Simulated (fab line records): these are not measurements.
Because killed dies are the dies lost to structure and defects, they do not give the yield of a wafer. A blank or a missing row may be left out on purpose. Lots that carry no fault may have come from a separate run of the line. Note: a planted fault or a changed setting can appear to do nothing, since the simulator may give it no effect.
Chamber matching | flow n5_finfet | N5_HKMG_FIN_CVD_62 on thermal_cvd_si-02: 3 sister chambers
The step deposits a-Si from Si2H6, target thk 3 nm, time 20.8 s. 6 wafers are shown with their chamber, then 12 later ones without.

## WAFERS WITH THEIR CHAMBER
wafer  | chamber | heater_power_w (W)
L086.3 | 1       | 1176
L086.6 | 1       | 1174
L088.6 | 2       | 1774
L090.3 | 0       | 1453
L090.5 | 2       | 1746
L090.6 | 0       | 1493

## WAFERS MISSING THEIR CHAMBER
wafer  | heater_power_w (W)
L092.1 | 1725
L092.2 | 1477
L092.3 | 1156
L092.4 | 1798
L092.5 | 1475
L092.6 | 1149
L094.1 | 1487
L094.5 | 1777
L094.6 | 1441
L096.3 | 1474
L096.4 | 1751
L096.6 | 1159

## CHAMBER TAKEN BY EACH
wafer  | from the rows above | in truth
L092.1 | 2                   | 2
L092.2 | 0                   | 0
L092.3 | 1                   | 1
L092.4 | 2                   | 2
L092.5 | 0                   | 0
L092.6 | 1                   | 1
L094.1 | 0                   | 0
L094.5 | 2                   | 2
L094.6 | 0                   | 0
L096.3 | 0                   | 0
L096.4 | 2                   | 2
L096.6 | 1                   | 1
Placed correctly: 12 of 12. Not placeable from these rows: 0. Wrongly placed: 0.
How it was worked out, from the rows above alone: a wafer's distance from a chamber is the root of the sum, over the readings, of the square of ((its reading less the chamber's mean) divided by the reading's scatter). If the next closest chamber is less than 2 further off than the closest, the wafer can't be placed; otherwise it belongs to the closest. A chamber's mean is the mean of its shown wafers. How the scatter is found: for the shown wafers, subtract from each reading the mean of its chamber, square and add these, divide the total by (wafers less chambers), then take the root.
